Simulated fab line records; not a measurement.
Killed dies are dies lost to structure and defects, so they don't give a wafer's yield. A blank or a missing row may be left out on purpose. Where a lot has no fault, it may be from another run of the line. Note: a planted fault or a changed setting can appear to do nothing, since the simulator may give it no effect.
Comparing a struck lot with a sound one | flow nand_harc | 38 steps out of a route of 1302
Sound: the wafers L882.1, L882.3, L882.4. Struck: wafers L901.1, L901.2, L901.4. Last of all comes the cause.
Each step with rows lists, per side, the tool, then ch with its chambers, then its first start. Under that, the readings that differ: sound wafers | struck wafers | difference of the means | sigmas: that difference in standard deviations of wafers without a fault.
alike: readings whose means differ by less than 2 such deviations, and words and numbers that are the same on both sides. not compared: withheld readings, readings that some wafer has no value for, bounds like >300 that may hide the same value, and numbers for which the record gives no deviation and whose values overlap.
Wherever a step has rows on one side only, a row that says differs or no value, or a row with sigmas, the two part there. Numbers that have no deviation but don't overlap get no sigmas and don't part them. A reading missing from all wafers of one side parts the sides only when that side holds two or more wafers.

first, 1 step without rows for these wafers: NHARC_P_BONDPAD_HARDBAKE_10 (time 65 s).
NHARC_P_BONDPAD_DESCUM_11: chemistry O2, time 3 s.
  sound on rie_diel-10 ch 0,1,3, day 7 19:32; struck on rie_diel-10 ch 1,2,3, day 15 14:17
  reading                | sound       | struck      | difference | sigmas
  rf_hours_counter_h (h) | 4.5 4.4 4.3 | 4.8 5.1 5.0 | +0.6       |
  alike: drypump_motor_current_A, oes_product_au, rf_vpp_V, showerhead_plenum_p_Torr, throttle_valve_pct
then, 2 steps without rows for these wafers: NHARC_P_BONDPAD_ETCH_37 (etches the open film in N2/H2, target depth 60 nm, overetch 18 nm, time 65.91 s); NHARC_P_BONDPAD_ETCH_12 (etches the open film in CHF3/O2, target depth 200 nm, time 100 s).
NHARC_P_BONDPAD_CD_MEAS_13:
  struck on cd_sem-02, day 15 14:36; sound on cd_sem-01, day 7 19:52
  alike: cd_nm
then, 1 step without rows for these wafers: NHARC_P_BONDPAD_STRIP_15 (strips in O2).
NHARC_P_BONDPAD_ETCH_24: etches the open film in CF4/N2, target depth 30 nm, time 72.99 s.
  sound on rie_diel-12 ch 1,2,3; struck on rie_diel-10 ch 0,1,3
  reading                | sound       | struck      | difference | sigmas
  rf_hours_counter_h (h) | 0.9 0.9 0.9 | 5.3 5.1 5.2 | +4.3       |
  alike: drypump_motor_current_A, oes_product_au, rf_fwd_power_W, rf_vpp_V, showerhead_plenum_p_Torr, throttle_valve_pct
then, 1 step without rows for these wafers: NHARC_P_BONDPAD_STRIP_16 (strips in post etch residue remover, time 600 s).
NHARC_P_BONDPAD_DEGAS_25: time 60 s.
  struck on pvd_sputter-01, day 15 15:14; sound on pvd_sputter-03, day 7 20:29
  alike: heater_power_w
then, 3 steps without rows for these wafers: NHARC_P_BONDPAD_PRE_CLEAN_26 (time 30 s); NHARC_P_BONDPAD_PVD_17 (deposits TaN, target thk 5 nm, time 8.06 s); NHARC_P_BONDPAD_PVD_27 (deposits Cu, target thk 30 nm, time 20.49 s).
NHARC_P_BONDPAD_ECD_18: material Cu, target thk 400 nm.
  sound on ecd_cu-02 ch 0,1, day 7 20:53; struck on ecd_cu-02 ch 0,1, day 15 15:35
then, 1 step without rows for these wafers: NHARC_P_BONDPAD_ANNEAL_28 (time 90 s).
NHARC_P_BONDPAD_CMP_19: polishes, t overpolish 30 s, cu recess touch 16 s, target thk 160.81 nm.
  sound on cmp-02 ch 0,2,3, day 7 21:34; struck on cmp-04 ch 1,2,3, day 15 16:21
  alike: motor_current_A, overpolish_run_s, retaining_ring_pressure_frac
NHARC_P_BONDPAD_THK_MEAS_20: measures by xrf.
  struck on film_metro-01, day 15 16:41; sound on film_metro-01, day 7 21:53
  alike: thk_nm
then, 15 steps without rows for these wafers: NHARC_P_BONDPAD_SRD_21 (time 30 s, dry time 20 s); NHARC_P_BONDPAD_ACTIVATE_29 (chemistry N2, time 60 s); NHARC_P_BONDPAD_PRECLEAN_30 (cleans in DIW, time 300 s); NHARC_P_BONDPAD_SRD_31 (time 30 s, dry time 20 s); NHARC_A_ZERO_WELL_PRECLEAN_00 (cleans in SPM, time 600 s); NHARC_A_ZERO_WELL_SRD_01; NHARC_A_ZERO_WELL_DEHYDRATE_02 (time 120 s); NHARC_A_ZERO_WELL_HMDS_03 (time 30 s); NHARC_A_ZERO_WELL_COAT_18 (time 65 s); NHARC_A_ZERO_WELL_COAT_04 (resist thk 600 nm); NHARC_A_ZERO_WELL_SOFTBAKE_05 (time 70 s); NHARC_A_ZERO_WELL_EBR_06; NHARC_A_ZERO_WELL_EXPOSE_07 (exposes mask A ZERO); NHARC_A_ZERO_WELL_PEB_08 (peb time 80 s); NHARC_A_ZERO_WELL_DEVELOP_09 (time 50 s).
NHARC_A_ZERO_WELL_CD_MEAS_10: target cd 2000 nm.
  sound on cd_sem-02 ch 0, day 7 23:18; struck on cd_sem-01 ch 0, day 15 18:12
  alike: cd_nm
then, 3 steps without rows for these wafers: NHARC_A_ZERO_WELL_HARDBAKE_11 (time 65 s); NHARC_A_ZERO_WELL_DESCUM_12 (chemistry O2, time 3 s); NHARC_A_ZERO_WELL_ETCH_19 (etches the open film in N2/H2, target depth 80 nm, overetch 24 nm, time 87.88 s).
NHARC_A_ZERO_WELL_ETCH_13: etches the open film in HBr/Cl2, target depth 120 nm, time 40.1 s.
  sound on rie_si-01 ch 0,1,2, day 7 23:41; struck on rie_si-04 ch 0,2,3, day 15 18:36
  reading                | sound       | struck      | difference | sigmas
  rf_hours_counter_h (h) | 0.9 0.9 1.0 | 0.0 0.0 0.0 | -0.9       |
  alike: drypump_motor_current_A, oes_product_au, rf_fwd_power_W, throttle_valve_pct
then, 1 step without rows for these wafers: NHARC_A_ZERO_WELL_STRIP_14 (strips in SPM, time 900 s).
-- jump in the record: it breaks off in module A_ZERO_WELL and resumes in module END (first step shown: number 1302 of the route), and 18 days separate the struck wafers' starts before and after --
NHARC_END_SORT_01:
  sound on prober-01 ch 0, day 25 06:13; struck on prober-01 ch 0, day 33 16:53
  reading                  | sound    | struck      | difference | sigmas
  defect_limited_yield (%) | 93 92 92 | 28 31 28    | -63        | -19
  killed_at_periphery      | 6 8 7    | 445 433 446 | +434       | +99 or more
  killed_dies              | 45 52 56 | 485 467 488 | +429       | +19
  killed_open              | 6 7 6    | 0 3 2       | -5         | -3
  alike: killed_at_array, killed_at_other, killed_short

## WHERE THEY PART
At NHARC_END_SORT_01 and nowhere else, as far as this record goes.

WHY: what had been put in by the simulator
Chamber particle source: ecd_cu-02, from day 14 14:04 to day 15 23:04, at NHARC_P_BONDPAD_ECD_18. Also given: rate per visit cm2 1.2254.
